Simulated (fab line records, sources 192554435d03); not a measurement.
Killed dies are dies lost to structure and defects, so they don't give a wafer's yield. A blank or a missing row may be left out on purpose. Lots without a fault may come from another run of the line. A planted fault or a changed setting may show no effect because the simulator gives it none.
fab line records | flow n5_finfet
record lots=9 wafers=27 last_day=18
route steps=1938 shown BEOL_M4@1111 BEOL_M11@1580 PASSIVATION@1936
lots that met no fault: from a run of the same line without faults
start_h: hours from the record's first day to the start of the lot's first wafer shown | wait_h: hours since the lot's step before | " the same as in the row above | L1.1+2: a row that stands for several wafers | - no value, or no start given | * or withheld: withheld | < > ~ a bound
route shown NAME@n: a module of which the file shows steps, and the number in the route of the first | usual: mean/standard deviation of fault-free wafers | same: alike in all rows | chamber/n: place in a boat | sites: the reading at each site | _std_site: their standard deviation | _edge_site: outer sites' mean less inner sites' | radius_mm: how far each site lies from the wafer's centre | mask NAME#n: copy n | behind: the tool/chamber that last shaped the wafer | hold: why the lot was held/for how many hours/how that ended | device: the transistor (n, p or np) that didn't switch | end of line: the same wafers' tests at the end of the route | a step without rows: its recipe alone | killed: dies lost to structure and defects at the first sort, not the wafer's yield | map: a wafer's dies, x killed, . not, _ none there
set.NAME: the setting as run; set.NAME@STEP: as run at that earlier step | model.NAME: the simulator's own value behind a step, which no gauge read
steps of the route over a sample of lots; a table a step, a row a wafer
services: from which hour (start_h, from the record's first day; less than 0 if before it) a tool's chamber was out of use, for how many hours, and why
## steps
# step N5_BEOL_M4_RC_MEAS_101
# usual DIBL_N=35.8/1.6 DIBL_P=36.0/1.9 IOFF_N=0.151/0.029 IOFF_P=0.21/0.037 ION_N=673/12 ION_P=463/7.3 SS_N=71.5/0.58 SS_P=73.2/0.61 VT_N=251/3.3 VT_P=-250/3.3
# columns lot.wafer tool chamber start_h wait_h DIBL_N[mV/V] DIBL_P[mV/V] IOFF_N[nA/um] IOFF_P[nA/um] ION_N[uA/um] ION_P[uA/um] SS_N[mV/dec] SS_P[mV/dec] VT_N[mV] VT_P[mV]
L520.3 prober-01 0 206.47 0.3 34.5 34.6 0.125 0.16 674 456 70.6 73.4 254 -256
L520.4 " 0 " " 35.4 34.6 0.136 0.17 672 459 71.2 72.7 253 -255
L520.6 " 0 " " 36.9 37.2 0.161 0.20 676 455 71.5 73.4 252 -249
L519.1 prober-02 0 208.71 0.0 37.3 36.7 0.142 0.21 666 465 71.2 72.9 252 -248
L519.2 " 0 " " 38.8 38.8 0.179 0.25 688 468 72.3 73.8 249 -248
L519.5 " 0 " " 37.0 36.2 0.137 0.20 660 461 71.1 72.8 255 -251
L522.1 prober-02 0 220.41 0.0 37.0 36.4 0.145 0.19 670 464 72.6 72.2 251 -251
L522.5 " 0 " " 38.3 38.8 0.186 0.23 682 463 72.5 74.0 250 -250
L522.6 " 0 " " 37.5 38.3 0.174 0.21 689 468 72.1 73.4 249 -249
L527.1 prober-02 0 249.39 0.0 34.1 33.3 0.110 0.15 647 447 71.5 72.4 252 -255
L527.3 " 0 " " 35.6 35.7 0.138 0.17 674 459 71.9 73.0 251 -252
L527.5 " 0 " " 34.4 35.0 0.121 0.17 664 455 70.9 73.3 253 -253
L528.1 prober-02 0 257.81 0.0 35.3 37.5 0.143 0.23 660 466 70.9 73.9 253 -247
L528.4 " 0 " " 34.6 36.7 0.137 0.21 670 467 71.1 72.3 250 -250
L528.5 " 0 " " 37.0 39.5 0.182 0.26 686 472 72.6 73.8 250 -247
L529.1 prober-02 0 261.04 0.0 38.4 38.4 0.191 0.24 689 473 71.1 73.7 247 -250
L529.3 " 0 " " 37.6 36.6 0.158 0.20 674 455 71.8 73.1 251 -252
L529.4 " 0 " " 35.3 34.5 0.130 0.18 651 448 71.3 73.1 252 -252
L534.1 prober-02 0 284.78 0.0 35.8 36.4 0.151 0.23 665 460 71.4 72.8 251 -247
L534.3 " 0 " " 33.0 32.9 0.107 0.17 649 454 70.8 72.0 252 -252
L534.6 " 0 " " 35.1 35.1 0.144 0.21 672 461 71.1 73.1 252 -250
L535.2 prober-01 0 298.89 0.2 34.1 35.2 0.132 0.18 647 459 71.3 73.8 253 -253
L535.3 " 0 " " 38.7 39.7 0.234 0.26 708 469 72.9 74.2 244 -247
L535.5 " 0 " " 34.6 37.3 0.162 0.22 687 470 72.3 73.6 246 -254
L538.1 prober-01 0 314.57 0.0 34.7 35.1 0.136 0.19 671 457 70.9 72.2 252 -252
L538.3 " 0 " " 35.3 36.0 0.142 0.21 664 459 71.9 73.1 252 -251
L538.5 " 0 " " 34.8 35.4 0.128 0.20 660 456 71.4 72.6 254 -253
# step N5_BEOL_M11_STRIP_77
# recipe chemistry=N2/H2 time_s=10 power_w=450 temp_c=40 pressure_mtorr=20 rf_frequency_hz=6e+07 bias_power_w=7 n2_flow_sccm=200 h2_flow_sccm=200
# usual drypump_motor_current_A=5.9/0.42 oes_product_au=0.76/0.08 rf_vpp_V=59.3/0.91 showerhead_plenum_p_Torr=2.57/0.093 throttle_valve_pct=23.6/0.32
# columns lot.wafer tool chamber start_h wait_h drypump_motor_current_A oes_product_au rf_hours_counter_h rf_vpp_V showerhead_plenum_p_Torr throttle_valve_pct
L519.1 rie_diel-01 3 - - 5.7 0.71 224 58.6 2.62 23.7
L519.2 " 1 " " 6.3 0.77 179 60.2 2.63 22.9
L519.5 " 3 " " 5.7 0.71 - 60.9 2.62 23.7
L520.3 rie_diel-01 1 - - 6.3 0.76 179 59.6 2.63 22.9
L520.4 " 3 " " 5.7 0.71 225 60.6 2.61 23.7
L520.6 " 2 " " 6.4 0.71 - 59.8 2.42 23.4
L522.1 rie_diel-01 3 - - 5.7 0.71 228 61.1 2.61 23.7
L522.5 " 2 " " 6.4 0.71 - 59.2 2.42 23.4
L522.6 " 3 " " 5.8 0.70 - 59.5 2.61 23.7
L527.1 rie_diel-06 2 - - 6.3 0.70 233 59.8 2.49 23.6
L527.3 " 1 " " 5.9 0.80 87 58.6 2.58 23.7
L527.5 " 3 " " 6.3 0.77 - 59.8 2.56 24.0
L529.1 rie_diel-06 1 - - 5.9 0.80 88 59.1 2.58 23.7
L529.3 " 0 " " 4.9 0.93 20 58.8 2.68 23.6
L529.4 " 2 " " 6.4 0.69 - 58.7 2.48 23.5
L528.1 rie_diel-01 2 - - 6.4 0.70 216 59.0 2.41 23.4
L528.4 " 0 " " 5.5 0.77 115 60.0 2.67 23.7
L528.5 " 0 " " 5.5 0.77 - 58.9 2.67 23.7
L534.1 rie_diel-01 3 - - 5.7 0.68 249 59.0 2.60 23.7
L534.3 " 1 " " 6.3 0.74 205 59.3 2.62 23.0
L534.6 " 3 " " 5.7 0.68 - 58.8 2.60 23.8
L535.2 rie_diel-06 0 - - 4.9 0.91 29 59.5 2.68 23.6
L535.3 " 2 " " 6.3 0.69 244 59.3 2.48 23.6
L535.5 " 1 " " 5.9 0.78 - 57.8 2.57 23.7
L538.1 rie_diel-01 1 - - 6.3 0.73 218 57.7 2.61 23.0
L538.3 " 2 " " 6.4 0.69 238 60.6 2.40 23.4
L538.5 " 0 " " 5.5 0.76 - 61.0 2.66 23.8
# step N5_BEOL_M11_CURE_72
# recipe temp_c=370 time_s=120 ambient=DMADMS/He material=SiCOH_lowk
# usual lamp_power_pct=52.31/0.054 wafer_temp_C_max=371.7/0.68
# columns lot.wafer tool chamber start_h wait_h lamp_power_pct wafer_temp_C_max
L519.1 uv_cure-01 2 270.10 0.0 52.42 371.0
L519.2 " 2 " " 52.44 370.8
L519.5 " 2 " " 52.33 371.2
L520.3 uv_cure-02 0 271.00 0.1 52.31 371.9
L520.4 " 0 " " 52.28 371.3
L520.6 " 0 " " 52.31 371.7
L522.1 uv_cure-02 2 282.21 0.0 52.34 371.6
L522.5 " 2 " " 52.25 371.9
L522.6 " 2 " " 52.32 372.0
L527.1 uv_cure-03 2 313.79 0.0 52.34 371.4
L527.3 " 2 " " 52.40 371.1
L527.5 " 2 " " 52.37 371.0
L529.1 uv_cure-01 0 318.47 0.0 52.36 372.7
L529.3 " 0 " " 52.31 372.5
L529.4 " 0 " " 52.26 373.1
L528.1 uv_cure-02 1 323.34 0.0 52.36 371.7
L528.4 " 1 " " 52.22 372.1
L528.5 " 1 " " 52.37 372.1
L534.1 uv_cure-01 2 349.08 0.0 52.34 371.1
L534.3 " 2 " " 52.34 370.9
L534.6 " 2 " " 52.33 371.4
L535.2 uv_cure-03 1 365.54 0.1 52.24 370.9
L535.3 " 1 " " 52.34 370.9
L535.5 " 1 " " 52.30 371.4
L538.1 uv_cure-01 2 381.22 0.3 52.31 371.1
L538.3 " 2 " " 52.26 371.0
L538.5 " 2 " " 52.27 371.0
# step N5_BEOL_M11_PRE_CLEAN_45
# recipe gas=H2/He time_s=30 temp_c=250
# usual heater_power_w=330/26
# columns lot.wafer tool chamber start_h wait_h heater_power_w
L519.1 pvd_sputter-02 - 271.35 0.0 338
L519.2 " - " " 301
L519.5 " - " " 345
L520.3 pvd_sputter-01 - 271.44 0.0 358
L520.4 " - " " 288
L520.6 " - " " 352
L522.1 pvd_sputter-02 - 282.98 0.0 346
L522.5 " - " " 344
L522.6 " - " " 342
L527.1 pvd_sputter-02 - 314.15 0.0 309
L527.3 " - " " 343
L527.5 " - " " 302
L529.1 pvd_sputter-01 - 318.86 0.0 294
L529.3 " - " " 366
L529.4 " - " " 342
L528.1 pvd_sputter-01 - 323.87 0.0 290
L528.4 " - " " 286
L528.5 " - " " 285
L534.1 pvd_sputter-01 - 349.64 0.0 367
L534.3 " - " " 283
L534.6 " - " " 285
L535.2 pvd_sputter-03 - 366.74 0.0 323
L535.3 " - " " 357
L535.5 " - " " 322
L538.1 pvd_sputter-03 - 382.03 0.0 309
L538.3 " - " " 357
L538.5 " - " " 359
# step N5_BEOL_M11_ECD_50
# recipe material=Cu target_thk_a=3180
# columns lot.wafer tool chamber start_h wait_h
L520.3+4+6 ecd_cu-02 0,1,1 272.30 0.1
L519.1+2+5 ecd_cu-01 1,0,0 272.36 0.1
L522.1+5+6 ecd_cu-02 0,0,1 283.88 0.1
L527.1+3+5 ecd_cu-02 1,0,1 314.91 0.1
L529.1+3+4 ecd_cu-02 1,0,1 319.60 0.1
L528.1+4+5 ecd_cu-01 1,1,0 327.16 0.1
L534.1+3+6 ecd_cu-01 0 350.32 0.1
L535.2+3+5 ecd_cu-01 1,0,0 367.42 0.1
L538.1+3+5 ecd_cu-01 1,1,0 383.18 0.1
# step N5_BEOL_M11_CMP_52
# recipe stop_on=SiCOH_lowk t_overpolish_s=7 down_force_psi=1 platen_rpm=50 clearing_platen_down_force_psi=1.5 clearing_platen_rpm=50 post_cmp_clean=cu_alkaline target_thk_nm=140 clearing_platen_pad_velocity_m_s=0.99484 pad_velocity_m_s=0.99484
# usual edge_zone_pressure_frac=1.001/0.0058 motor_current_A=5.7/0.42 retaining_ring_pressure_frac=1.000/0.0052 time_to_endpoint_s=66.7/2.9
# columns lot.wafer tool chamber start_h wait_h edge_zone_pressure_frac motor_current_A retaining_ring_pressure_frac time_to_endpoint_s
L520.3 cmp-03 0 272.68 0.2 0.996 5.9 1.000 70.3
L520.4 " 1 " " 0.997 5.4 0.999 73.2
L520.6 " 0 " " 0.994 6.0 0.997 68.5
L519.1 cmp-04 3 273.03 0.3 0.992 5.6 1.004 62.6
L519.2 " 0 " " 0.999 6.3 1.010 67.2
L519.5 " 1 " " 0.985 5.5 1.003 58.5
L522.1 cmp-04 1 284.33 0.3 1.006 5.2 1.002 64.8
L522.5 " 0 " " 1.003 6.1 0.988 71.1
L522.6 " 1 " " 1.000 5.5 1.001 65.2
L527.1 cmp-03 1 315.73 0.3 1.006 5.2 0.996 3.5
L527.3 " 2 " " 1.003 5.7 1.001 3.9
L527.5 " 2 " " 1.002 5.3 1.005 4.6
L529.1 cmp-03 0 320.11 0.3 1.001 5.9 1.001 0.8
L529.3 " 1 " " 0.997 5.3 0.999 2.6
L529.4 " 2 " " 1.003 5.3 1.004 4.9
L528.1 cmp-01 0 327.78 0.3 1.010 5.6 0.996 4.4
L528.4 " 1 " " 1.002 5.6 1.000 4.0
L528.5 " 1 " " 1.002 5.7 1.004 3.4
L534.3 cmp-04 2 351.22 0.2 1.003 6.1 0.997 66.4
L534.1 " 3 " " 1.002 5.5 1.008 66.9
L534.6 " 2 " " 0.998 6.4 1.001 67.2
L535.3 cmp-03 1 367.92 0.2 1.002 5.3 1.000 67.3
L535.2 " 0 " " 0.990 5.6 0.996 60.2
L535.5 " 2 " " 1.014 5.7 0.996 65.6
L538.1 cmp-01 1 383.59 0.3 1.000 6.0 0.995 69.1
L538.3 " 0 " " 0.995 5.4 0.996 72.9
L538.5 " 1 " " 1.004 5.8 0.995 71.9
# step N5_PASSIVATION_PROBE_49
# usual defect_limited_yield=90.9/1.4 killed_at_M0_to_M3=37/12 killed_at_M4_up=14/5.3 killed_at_contacts=12/6.2 killed_at_front_end=41/11 killed_at_other=3.7/2.9 killed_dies=107/17 killed_on_rim=14/4.4 killed_open=71/12 killed_short=34/7.9 sort_bin_5_function=5.3/0.95 sort_bin_6_memory=3.4/0.7 sort_n_pass=1073/17 sort_yield_pct=90.9/1.5
# same gross_dies=1180 killed_at_back_side=0 sort_bin_4_leakage[%]=0 sort_bin_8_speed[%]=0
# columns lot.wafer tool chamber start_h wait_h defect_limited_yield[%] killed_at_M0_to_M3 killed_at_M4_up killed_at_contacts killed_at_front_end killed_at_other killed_dies killed_on_rim killed_open killed_short sort_bin_5_function[%] sort_bin_6_memory[%] sort_n_pass sort_yield_pct[%]
L527.1 prober-01 - 353.36 0.0 0 36 1119 1 24 0 1180 152 58 23 97.5 2.4 0 0
L527.3 prober-01 - 353.46 0.1 0 49 1088 6 31 6 1180 152 85 32 96.2 3.4 0 0
L527.5 prober-01 - 353.56 0.2 0 38 1086 4 51 1 1180 152 90 24 96.4 3.4 0 0
L529.1 prober-02 - 366.66 0.0 0 57 1078 14 29 2 1180 152 81 33 96.4 3.4 0 0
L529.3 prober-02 - 366.76 0.1 0 49 1094 8 27 2 1180 152 69 33 96.3 3.6 0 0
L529.4 prober-02 - 366.81 0.2 0 61 1096 7 16 0 1180 152 77 26 96.2 3.6 0 0
L528.1 prober-01 - 369.45 0.4 0 17 1080 9 68 6 1180 152 78 36 96.5 3.1 0 0
L528.4 prober-01 - 369.60 0.6 0 29 1102 2 39 8 1180 152 63 26 96.4 3.5 0 0
L528.5 prober-01 - 369.65 0.6 0 25 1122 4 27 2 1180 152 60 16 96.7 3.0 0 0
# killed by level:class
L527.1 BEOL_M11:area_ecd=1099 BEOL_M1:geometric_particle:open=15 BEOL_M4:geometric_particle:open=14 BEOL_M3:geometric_particle:open=8 FIN_SAQP:geometric_particle:open=6 GATE_CUT:geometric_particle:short=6 BEOL_M2:geometric_particle:open=5 BEOL_M4:geometric_particle:short=4
L527.3 BEOL_M11:area_ecd=1062 BEOL_M1:geometric_particle:open=17 BEOL_M4:geometric_particle:open=17 FIN_SAQP:geometric_particle:open=12 BEOL_M2:geometric_particle:open=10 FIN_SAQP:geometric_particle:short=7 BEOL_M0_SAQP:geometric_particle:short=6 MOL_CONTACT_COAG:geometric_particle:open=5
L527.5 BEOL_M11:area_ecd=1066 FIN_SAQP:geometric_particle:open=28 BEOL_M1:geometric_particle:open=14 BEOL_M4:geometric_particle:open=13 BEOL_M0_SAQP:geometric_particle:short=5 BEOL_M0:geometric_particle:open=5 BEOL_M2:geometric_particle:open=5 STI_FIN_REVEAL:geometric_particle:open=4
L529.1 BEOL_M11:area_ecd=1066 MOL_CONTACT_COAG:geometric_particle:open=14 BEOL_M0:geometric_particle:open=12 BEOL_M0_SAQP:geometric_particle:short=9 BEOL_M2:geometric_particle:open=7 BEOL_M0_SAQP:geometric_particle:open=7 BEOL_M1:geometric_particle:open=7 FIN_SAQP:geometric_particle:open=5
L529.3 BEOL_M11:area_ecd=1078 BEOL_M2:geometric_particle:open=11 BEOL_M4:geometric_particle:open=9 BEOL_M0:geometric_particle:open=7 STI_FIN_REVEAL:geometric_particle:open=6 GATE_CUT:geometric_particle:open=6 BEOL_M0_SAQP:geometric_particle:short=6 MOL_CONTACT_COAG:geometric_particle:open=5
L529.4 BEOL_M11:area_ecd=1077 BEOL_M1:geometric_particle:open=14 BEOL_M0_SAQP:geometric_particle:open=13 BEOL_M2:geometric_particle:open=10 MOL_CONTACT_COAG:geometric_particle:open=7 BEOL_M0:geometric_particle:open=6 BEOL_M4:geometric_particle:open=6 BEOL_M3:geometric_particle:open=5
L528.1 BEOL_M11:area_ecd=1065 STI_FIN_REVEAL:geometric_particle:open=14 FIN_SAQP:geometric_particle:short=13 FIN_SAQP:geometric_particle:open=8 DUMMY_GATE:geometric_particle:open=8 STARTING-WAFER:geometric_particle:open=8 BEOL_M4:geometric_particle:open=5 MOL_CONTACT_COAG:geometric_particle:open=5
L528.4 BEOL_M11:area_ecd=1090 BEOL_M2:geometric_particle:open=16 FIN_SAQP:geometric_particle:open=11 STI_FIN_REVEAL:geometric_particle:open=6 ILD0:geometric_particle:open=6 BEOL_M4:geometric_particle:open=6 BEOL_M1:geometric_particle:open=5 FIN_SAQP:geometric_particle:short=4
L528.5 BEOL_M11:area_ecd=1103 BEOL_M4:geometric_particle:open=12 FIN_SAQP:geometric_particle:open=9 STI_FIN_REVEAL:geometric_particle:open=7 BEOL_M2:geometric_particle:open=7 BEOL_M3:geometric_particle:open=5 MOL_CONTACT_COAG:geometric_particle:open=4 BEOL_M0_SAQP:geometric_particle:open=3
## services
# columns tool chamber start_h hours kind
cmp-04 - 252.53 18.1 pm
rie_diel-06 0 271.64 2.8 repair
cmp-01 - 272.91 0.3 repair
uv_cure-02 - 276.46 0.4 repair
cmp-03 - 290.76 4.0 pm
ecd_cu-02 - 291.51 0.7 repair
uv_cure-03 - 294.22 0.6 repair
cmp-03 - 296.86 6.4 repair
cmp-01 - 302.68 5.5 pm
ecd_cu-01 - 305.00 3.0 repair
rie_diel-06 3 316.56 4.0 repair
rie_diel-06 - 325.45 14.6 pm
rie_diel-01 - 336.07 0.2 repair
pvd_sputter-01 - 339.12 1.2 repair
rie_diel-01 0 347.03 9.4 repair
cmp-04 - 348.73 0.5 repair
uv_cure-01 - 352.58 2.1 pm
rie_diel-01 3 356.46 - clean
rie_diel-01 3 356.46 - consumable_replace:focus_ring
uv_cure-02 - 357.13 23.4 repair
cmp-01 - 366.34 4.0 pm
uv_cure-03 - 370.08 1.0 pm
uv_cure-01 - 379.47 1.3 repair
uv_cure-02 - 380.56 7.5 pm
## key
first_sign step=N5_BEOL_M11_CMP_52 reading=time_to_endpoint_s direction=down sigmas=22 usual=* struck=*
effect step=N5_PASSIVATION_PROBE_49 reading=killed_at_M4_up direction=up sigmas=99+ usual=14 struck=1096
more_kills_born_at N5_BEOL_M11_ECD_50@ecd_cu-02=6448 N5_BEOL_M11_ECD_50@ecd_cu-01=3258
met_at N5_BEOL_M11_ECD_50
struck_lots L527,L528,L529
later_rows_left_out L527.1,L527.3,L527.5,L528.1,L528.4,L528.5,L529.1,L529.3,L529.4
not_acting_at N5_BEOL_M11_STRIP_77,N5_BEOL_M11_CURE_72,N5_BEOL_M11_PRE_CLEAN_45
onset_between 283.88 314.91
fault kind=skipped_step_whole tool=ecd_cu-01,ecd_cu-02 chamber=- onset_h=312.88 steps=N5_BEOL_M11_ECD_50 scope=struck_lots_only
# later_rows_left_out: the simulator's readings of these wafers behind a module that went badly wrong aren't trusted and aren't shown, but for the sort
